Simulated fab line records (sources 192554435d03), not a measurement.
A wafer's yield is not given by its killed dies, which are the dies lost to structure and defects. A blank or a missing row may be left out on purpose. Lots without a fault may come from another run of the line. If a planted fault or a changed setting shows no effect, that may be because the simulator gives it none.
Lot-split experiment + flow n5Finfet + 21 wafers read from 7 lots, route of 1938 steps

SPLIT DETAILS
At N5_BEOL_M0_SAQP_PECVD_96 (deposits a-Si from SiH4/He, target thk 45 nm, time 45.2 s), the setting timeS was moved away from the recipe's 45.2 s on 7 of the 21 wafers read, by -13.3% to +4.1%. All remaining wafers had this setting at the recipe value.

FROM THE SPLIT TO THE READING: what the file shows between them, 10 steps
- N5_BEOL_M0_SAQP_EXPOSE_11: exposes mask M0 CORE, target cd 42 nm (also split here: doseMj)
- N5_BEOL_M0_SAQP_PEB_12: peb time 60 s
- N5_BEOL_M0_SAQP_DEVELOP_13: develop time 30 s
- N5_BEOL_M0_SAQP_CD_MEAS_14: target cd 42.5 nm
- N5_BEOL_M0_SAQP_ETCH_101: etches SiNx in CH3F/O2, target depth 29.9 nm, time 42.7 s
- N5_BEOL_M0_SAQP_ETCH_102: etches SiO2 in CF4, target depth 4 nm, time 4.4 s
- N5_BEOL_M0_SAQP_MANDREL_ETCH_103: etches a-Si in HBr/Cl2, stops on SiCN, target depth 45 nm, bt time 10 s, time 27 s
- N5_BEOL_M0_SAQP_RECESS_104: chemistry HF/NH3, target SiO2, target depth 18 nm, afs cycles 3, sublimation time 60 s
- N5_BEOL_M0_SAQP_COAT_105: time 60 s, resist thk 100 nm
- N5_BEOL_M0_SAQP_ETCH_106: etches SOC in N2/H2, stops on SiNx, target depth 150 nm

THE READING
a-Si_of_BEOL_M0_SAQP_PECVD_96.thkNm (the simulator's own value, which no gauge read), in nm, at N5_BEOL_M0_SAQP_ETCH_107 (etches SiNx in CH3F/O2, target depth 30 nm). No usual value for it is given in the file. Here, 14 wafers ran the recipe; their average is 44.4 nm with a standard deviation of 0.4 nm.

| wafer  | tool, chamber at the split | timeS as run, s | against the recipe | a-Si_of_BEOL_M0_SAQP_PECVD_96.thkNm, nm | against lot-mates on the recipe |
|--------|----------------------------|-----------------|--------------------|-----------------------------------------|---------------------------------|
| L081.1 | pecvd-02, 2                | 45.2            | recipe             | 44                                      | -                               |
| L081.2 | pecvd-02, 1                | 45.2            | recipe             | 44.2                                    | -                               |
| L081.6 | pecvd-02, 0                | 43.25           | -4.3%              | 43                                      | -1.1                            |
| L083.1 | pecvd-02, 1                | 41.34           | -8.5%              | 39.6                                    | -4.4                            |
| L083.2 | pecvd-02, 0                | 45.2            | recipe             | 44                                      | -                               |
| L083.4 | pecvd-02, 0                | 41.34           | -8.5%              | 40.2                                    | -3.8                            |
| L088.1 | pecvd-01, 1                | 39.21           | -13.3%             | 37.4                                    | -7.2                            |
| L088.5 | pecvd-01, 0                | 45.2            | recipe             | 44                                      | -                               |
| L088.6 | pecvd-01, 2                | 45.2            | recipe             | 45.2                                    | -                               |
| L090.2 | pecvd-02, 1                | 45.2            | recipe             | 44.2                                    | -                               |
| L090.3 | pecvd-02, 0                | 45.2            | recipe             | 43.8                                    | -                               |
| L090.4 | pecvd-02, 2                | 45.2            | recipe             | 44.6                                    | -                               |
| L091.2 | pecvd-02, 1,2              | 45.2            | recipe             | 44.4                                    | -                               |
| L091.3 | pecvd-02, 1,2              | 45.2            | recipe             | 44.4                                    | -                               |
| L091.5 | pecvd-02, 1                | 45.2            | recipe             | 44.8                                    | -                               |
| L092.3 | pecvd-01, 2                | 45.2            | recipe             | 44.4                                    | -                               |
| L092.4 | pecvd-01, 2                | 45.2            | recipe             | 44.8                                    | -                               |
| L092.6 | pecvd-01, 0                | 45.2            | recipe             | 45                                      | -                               |
| L093.2 | pecvd-01, 1                | 47.07           | +4.1%              | 45.8                                    | no lot-mate on the recipe       |
| L093.3 | pecvd-01, 2                | 47.07           | +4.1%              | 46                                      | no lot-mate on the recipe       |
| L093.4 | pecvd-01, 0                | 47.07           | +4.1%              | 46.4                                    | no lot-mate on the recipe       |
Where a row lists several chambers, the file gives one row for several wafers and doesn't say which wafer went through which chamber.

FIT RESULTS
A straight line over all 21 wafers: a-Si_of_BEOL_M0_SAQP_PECVD_96.thkNm changes by +0.499 nm for each +1% of timeS; r = +0.98; the points scatter about the line by 0.45 nm.
The same after taking each lot's own level away (the mean of its wafers on the recipe; 18 wafers): +0.506 nm for each +1%; r = +0.98; scatter 0.43 nm.
On that fit, the largest move of timeS shifts the reading by 6.7 nm.
From 44.00 to 44.73 nm: that is the span of the lots' own levels, equal to 1.8 times the standard deviation above.
So the lot-to-lot level changes the slope little: the two slopes agree.
Check: for one of the wafers moved furthest among these (-13.3%), held out of the fit, the line's prediction against its lot-mates is -6.05 nm. Against them it came out at -7.2 nm.

FURTHER SPLITS ON THESE WAFERS
These wafers also went through other splits before the reading. Each is held against what the fit with the lots' levels taken away leaves over:
| other split on the same wafers        | wafers away from the commonest value | r with a-Si_of_BEOL_M0_SAQP_PECVD_96.thkNm (lot level and that fit taken away) |
|---------------------------------------|--------------------------------------|--------------------------------------------------------------------------------|
| N5_GATE_CUT_ETCH_58 timeS             | 10                                   | +0.31                                                                          |
| N5_MOL_CONTACT_COAG_VIA_ETCH_46 biasW | 7                                    | -0.24                                                                          |
| N5_MOL_CONTACT_COAG_COAT_62 spinRpm   | 6                                    | -0.30                                                                          |
| N5_BEOL_M0_SAQP_EXPOSE_11 doseMj      | 11                                   | -0.03                                                                          |

THE WHOLE CHAIN: every reading that the file lists as answering this split, in the file's order
| step                             | what it does                                                                       | reading                                                                              | change (the file's fit)               | r (the file's) |
|----------------------------------|------------------------------------------------------------------------------------|--------------------------------------------------------------------------------------|---------------------------------------|----------------|
| N5_BEOL_M0_SAQP_PECVD_96         | deposits a-Si from SiH4/He, target thk 45 nm, time 45.2 s                          | a-Si_of_BEOL_M0_SAQP_PECVD_96.thkNm (the simulator's own value, which no gauge read) | +0.5 nm for each +1% of the setting   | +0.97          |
| N5_BEOL_M0_SAQP_MANDREL_ETCH_103 | etches a-Si in HBr/Cl2, stops on SiCN, target depth 45 nm, bt time 10 s, time 27 s | etch.depthNm (the simulator's own value, which no gauge read)                        | +0.503 nm for each +1% of the setting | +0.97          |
| N5_BEOL_M0_SAQP_ETCH_107         | etches SiNx in CH3F/O2, target depth 30 nm                                         | a-Si_of_BEOL_M0_SAQP_PECVD_96.thkNm (the simulator's own value, which no gauge read) | +0.506 nm for each +1% of the setting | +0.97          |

THE FILE'S OWN FIT
a-Si_of_BEOL_M0_SAQP_PECVD_96.thkNm changes by +0.506 nm for each +1% of timeS, r = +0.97.
